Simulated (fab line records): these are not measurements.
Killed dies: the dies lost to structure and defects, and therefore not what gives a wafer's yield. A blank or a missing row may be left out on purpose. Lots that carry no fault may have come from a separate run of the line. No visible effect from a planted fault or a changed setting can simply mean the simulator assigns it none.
2 desks, one fault :: flow nand-harc :: each desk holds nothing but its own numbers, with what lay behind them at the end

THE DEFECT DESK
Counts from the inspections along the route, per lot, as means over the sampled wafers that have a number. A lot is out of limits, marked OUT, if its mean lies more than 4 standard deviations from the usual mean; the brackets give that distance.
Columns: A = raw-defect-count at NHARC_A_CHANNEL_HOLE_D2_INSPECT_12, usual 31
lot: L102
first seen here: day 13 13:52
A: 9

lot: L103
first seen here: day 13 14:13
A: 62

lot: L104
first seen here: day 14 15:56
A: 8

lot: L106
first seen here: day 15 08:03
A: 7

lot: L108
first seen here: day 16 00:23
A: 6

lot: L109
first seen here: day 16 07:56
A: 60

lot: L110
first seen here: day 17 10:29
A: 54

lot: L111
first seen here: day 18 00:58
A: 42

lot: L122
first seen here: day 22 18:34
A: 20

lot: L124
first seen here: day 23 05:29
A: 5
This desk's verdict: no lot among the 10 shows anything out of limits.

THE METROLOGY DESK
Means of the sampled wafers that have a number, per lot and without regard to the tool the lot ran on: this is what the gauges read. A lot is out of limits, marked OUT, if its mean lies more than 4 standard deviations from the usual mean; the brackets give that distance.
Columns: A = thk-nm at NHARC_A_DECK1_JOINT_THK_MEAS_14, usual 50.8 nm; B = thk-nm at NHARC_A_ONON_D2_THK_MEAS_14, usual 1001 nm
lot: L102
first seen here: day 11 21:05
A: 54.8
B: 995

lot: L103
first seen here: day 11 21:05
A: 50.8
B: 1001

lot: L104
first seen here: day 12 17:07
A: 51.8
B: 993

lot: L106
first seen here: day 13 07:02
A: 52.8
B: 1007

lot: L108
first seen here: day 14 07:28
A: 51.9
B: 1005

lot: L109
first seen here: day 14 14:59
A: 50.4
B: 997

lot: L110
first seen here: day 15 06:07
A: 50.5
B: 1004

lot: L111
first seen here: day 15 22:43
A: 51.6
B: 1012

lot: L117
first seen here: day 18 02:53
A: 50.2
B: 649 (-35) OUT

lot: L119
first seen here: day 18 12:26
A: 50.6
B: 698 (-30) OUT

lot: L120
first seen here: day 19 12:01
A: 49.9
B: 662 (-34) OUT

lot: L122
first seen here: day 20 17:37
A: 48.2
B: 991

lot: L124
first seen here: day 21 06:16
A: 51.2
B: 991
Finding of this desk: L117, L119, L120 out of limits; the first was L117 at day 19 02:29, on thk-nm at NHARC_A_ONON_D2_THK_MEAS_14. Within limits: L102, L103, L104, L106, L108, L109, L110, L111, L122, L124.

TAKEN TOGETHER
L117, L119, L120 would have let the metrology desk raise an alarm at day 19 02:29.
The defect desk saw nothing out of limits.
The defect desk has no number on record for L117, L119, L120.
Every lot named ran NHARC_A_ONON_D2_DEP_12 on pecvd-onon-03.

WHAT THE SIMULATOR PUT IN
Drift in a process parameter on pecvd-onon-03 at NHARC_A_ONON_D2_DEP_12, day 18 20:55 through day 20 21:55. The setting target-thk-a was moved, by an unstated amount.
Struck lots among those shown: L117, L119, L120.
Per desk, hours elapsed from the start of the fault to the first reading out of limits: for the metrology desk, 6.
